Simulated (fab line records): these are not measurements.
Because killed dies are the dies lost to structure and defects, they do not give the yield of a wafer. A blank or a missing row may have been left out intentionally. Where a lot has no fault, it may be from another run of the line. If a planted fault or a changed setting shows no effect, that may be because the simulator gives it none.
Chamber matching / flow n5_finfet / 3 sister chambers for N5_BEOL_M8_CURE_75 on uv_cure-02
The step cures SiCOH lowk, time 120 s. 6 wafers are shown with their chamber, then 10 later ones without.

== WAFERS PAIRED WITH THEIR CHAMBERS ==
wafer=L084.3; chamber=1; wafer_temp_C_max=372.1; lamp_power_pct (%)=52.30
wafer=L084.6; chamber=1; wafer_temp_C_max=371.9; lamp_power_pct (%)=52.36
wafer=L085.4; chamber=0; wafer_temp_C_max=371.3; lamp_power_pct (%)=52.33
wafer=L085.5; chamber=0; wafer_temp_C_max=370.7; lamp_power_pct (%)=52.22
wafer=L090.1; chamber=2; wafer_temp_C_max=370.9; lamp_power_pct (%)=52.30
wafer=L090.2; chamber=2; wafer_temp_C_max=371.2; lamp_power_pct (%)=52.29

== WAFERS WHOSE CHAMBER IS MISSING ==
wafer=L090.5; wafer_temp_C_max=371.4; lamp_power_pct (%)=52.33
wafer=L092.1; wafer_temp_C_max=371.4; lamp_power_pct (%)=52.30
wafer=L092.3; wafer_temp_C_max=371.6; lamp_power_pct (%)=52.31
wafer=L092.4; wafer_temp_C_max=371.2; lamp_power_pct (%)=52.25
wafer=L094.1; wafer_temp_C_max=371.2; lamp_power_pct (%)=52.26
wafer=L094.2; wafer_temp_C_max=371.5; lamp_power_pct (%)=52.28
wafer=L094.6; wafer_temp_C_max=371.2; lamp_power_pct (%)=52.34
wafer=L097.1; wafer_temp_C_max=371.1; lamp_power_pct (%)=52.30
wafer=L097.4; wafer_temp_C_max=371.7; lamp_power_pct (%)=52.45
wafer=L097.6; wafer_temp_C_max=371.2; lamp_power_pct (%)=52.29

== CHAMBER TAKEN BY EACH ==
wafer=L090.5; from the rows above=can't be placed: 2 or 0 or 1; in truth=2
wafer=L092.1; from the rows above=can't be placed: 2 or 0 or 1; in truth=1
wafer=L092.3; from the rows above=can't be placed: 1 or 2 or 0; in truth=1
wafer=L092.4; from the rows above=can't be placed: 0 or 2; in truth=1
wafer=L094.1; from the rows above=can't be placed: 0 or 2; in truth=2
wafer=L094.2; from the rows above=can't be placed: 2 or 0 or 1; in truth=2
wafer=L094.6; from the rows above=can't be placed: 2 or 0 or 1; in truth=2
wafer=L097.1; from the rows above=can't be placed: 2 or 0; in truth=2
wafer=L097.4; from the rows above=can't be placed: 1 or 2 or 0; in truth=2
wafer=L097.6; from the rows above=can't be placed: 2 or 0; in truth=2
Placed correctly: 0 of 10. From these rows, 10 cannot be placed; in 9 the true chamber is one of the candidates. Placed wrongly: 0.
How it was worked out, from the rows above alone: a wafer's distance from a chamber is the root of the sum, over the readings, of the square of ((its reading less the chamber's mean) divided by the reading's scatter). If the next closest chamber is less than 2 further off than the closest, the wafer can't be placed; otherwise it belongs to the closest. A chamber's mean is the mean of its shown wafers. How the scatter is found: for the shown wafers, subtract from each reading the mean of its chamber, square and add these, divide the total by (wafers less chambers), then take the root.
